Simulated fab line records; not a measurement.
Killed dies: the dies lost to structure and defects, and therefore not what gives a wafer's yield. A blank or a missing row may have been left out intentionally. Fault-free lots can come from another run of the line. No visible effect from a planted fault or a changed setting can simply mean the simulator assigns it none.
Chamber matching / flow nand_harc / NHARC_A_WL_FILL_ETCHBACK_26 on rie_si-06: 4 sister chambers
The step etches the open film in HBr, target depth 52 nm, time 13.3 s. 18 wafers are shown with their chamber, then 9 later ones without.

WAFERS WITH THEIR CHAMBER
wafer=L076.1; chamber=2; drypump_motor_current_A (A)=6.1; oes_product_au (a.u.)=1.000; chamber_pressure_mTorr (mTorr)=14.991
wafer=L076.3; chamber=1; drypump_motor_current_A (A)=4.8; oes_product_au (a.u.)=1.016; chamber_pressure_mTorr (mTorr)=15.003
wafer=L076.4; chamber=3; drypump_motor_current_A (A)=5.5; oes_product_au (a.u.)=0.995; chamber_pressure_mTorr (mTorr)=14.994
wafer=L078.1; chamber=2; drypump_motor_current_A (A)=6.1; oes_product_au (a.u.)=0.993; chamber_pressure_mTorr (mTorr)=15.015
wafer=L078.4; chamber=3; drypump_motor_current_A (A)=5.5; oes_product_au (a.u.)=1.002; chamber_pressure_mTorr (mTorr)=14.982
wafer=L078.6; chamber=2; drypump_motor_current_A (A)=6.2; oes_product_au (a.u.)=0.988; chamber_pressure_mTorr (mTorr)=15.009
wafer=L081.1; chamber=1; drypump_motor_current_A (A)=4.7; oes_product_au (a.u.)=1.010; chamber_pressure_mTorr (mTorr)=15.013
wafer=L081.3; chamber=0; drypump_motor_current_A (A)=5.3; oes_product_au (a.u.)=1.019; chamber_pressure_mTorr (mTorr)=15.001
wafer=L081.5; chamber=3; drypump_motor_current_A (A)=5.4; oes_product_au (a.u.)=1.004; chamber_pressure_mTorr (mTorr)=14.982
wafer=L085.2; chamber=0; drypump_motor_current_A (A)=5.3; oes_product_au (a.u.)=1.007; chamber_pressure_mTorr (mTorr)=14.988
wafer=L085.3; chamber=3; drypump_motor_current_A (A)=5.5; oes_product_au (a.u.)=0.985; chamber_pressure_mTorr (mTorr)=15.003
wafer=L085.6; chamber=0; drypump_motor_current_A (A)=5.3; oes_product_au (a.u.)=1.004; chamber_pressure_mTorr (mTorr)=14.976
wafer=L087.1; chamber=2; drypump_motor_current_A (A)=6.2; oes_product_au (a.u.)=0.985; chamber_pressure_mTorr (mTorr)=15.012
wafer=L087.3; chamber=0; drypump_motor_current_A (A)=5.3; oes_product_au (a.u.)=1.000; chamber_pressure_mTorr (mTorr)=14.993
wafer=L087.4; chamber=2; drypump_motor_current_A (A)=6.2; oes_product_au (a.u.)=0.984; chamber_pressure_mTorr (mTorr)=14.998
wafer=L089.1; chamber=0; drypump_motor_current_A (A)=5.3; oes_product_au (a.u.)=1.002; chamber_pressure_mTorr (mTorr)=15.016
wafer=L089.2; chamber=2; drypump_motor_current_A (A)=6.1; oes_product_au (a.u.)=1.000; chamber_pressure_mTorr (mTorr)=14.974
wafer=L089.6; chamber=1; drypump_motor_current_A (A)=4.8; oes_product_au (a.u.)=1.017; chamber_pressure_mTorr (mTorr)=14.993

SIGNATURES, as means of the wafers listed above
reading=drypump_motor_current_A; chamber 0=5.300; chamber 1=4.767; chamber 2=6.150; chamber 3=5.475; scatter within a chamber=0.0456
reading=oes_product_au; chamber 0=1.00640; chamber 1=1.01433; chamber 2=0.99167; chamber 3=0.99650; scatter within a chamber=0.00723
reading=chamber_pressure_mTorr; chamber 0=14.99480; chamber 1=15.00300; chamber 2=14.99983; chamber 3=14.99025; scatter within a chamber=0.0137
Rule: a wafer lies at a distance from a chamber equal to the root of the sum of squares, over the readings, of (its reading less the chamber's mean, divided by the reading's scatter). The wafer belongs to the nearest chamber; if the next one is less than 2 further off, it can't be placed. How the scatter is found: for the shown wafers, subtract from each reading the mean of its chamber, square and add these, divide the total by (wafers less chambers), then take the root.

WAFERS WHOSE CHAMBER IS MISSING
wafer=L090.3; drypump_motor_current_A (A)=4.8; oes_product_au (a.u.)=1.011; chamber_pressure_mTorr (mTorr)=15.001
wafer=L090.4; drypump_motor_current_A (A)=4.8; oes_product_au (a.u.)=1.013; chamber_pressure_mTorr (mTorr)=14.978
wafer=L090.5; drypump_motor_current_A (A)=6.1; oes_product_au (a.u.)=0.986; chamber_pressure_mTorr (mTorr)=15.006
wafer=L092.1; drypump_motor_current_A (A)=6.2; oes_product_au (a.u.)=1.000; chamber_pressure_mTorr (mTorr)=14.992
wafer=L092.2; drypump_motor_current_A (A)=5.3; oes_product_au (a.u.)=1.002; chamber_pressure_mTorr (mTorr)=15.000
wafer=L092.6; drypump_motor_current_A (A)=4.7; oes_product_au (a.u.)=1.017; chamber_pressure_mTorr (mTorr)=15.015
wafer=L094.1; drypump_motor_current_A (A)=5.5; oes_product_au (a.u.)=0.998; chamber_pressure_mTorr (mTorr)=15.008
wafer=L094.4; drypump_motor_current_A (A)=6.2; oes_product_au (a.u.)=0.984; chamber_pressure_mTorr (mTorr)=14.997
wafer=L094.6; drypump_motor_current_A (A)=5.3; oes_product_au (a.u.)=1.006; chamber_pressure_mTorr (mTorr)=14.988

WHICH CHAMBER EACH ONE RAN IN
wafer=L090.3; from the rows above=1; in truth=1
wafer=L090.4; from the rows above=1; in truth=1
wafer=L090.5; from the rows above=2; in truth=2
wafer=L092.1; from the rows above=2; in truth=2
wafer=L092.2; from the rows above=0; in truth=0
wafer=L092.6; from the rows above=1; in truth=1
wafer=L094.1; from the rows above=3; in truth=3
wafer=L094.4; from the rows above=2; in truth=2
wafer=L094.6; from the rows above=0; in truth=0
Correctly placed: 9 of 9. From these rows, 0 cannot be placed. 0 placed wrongly.
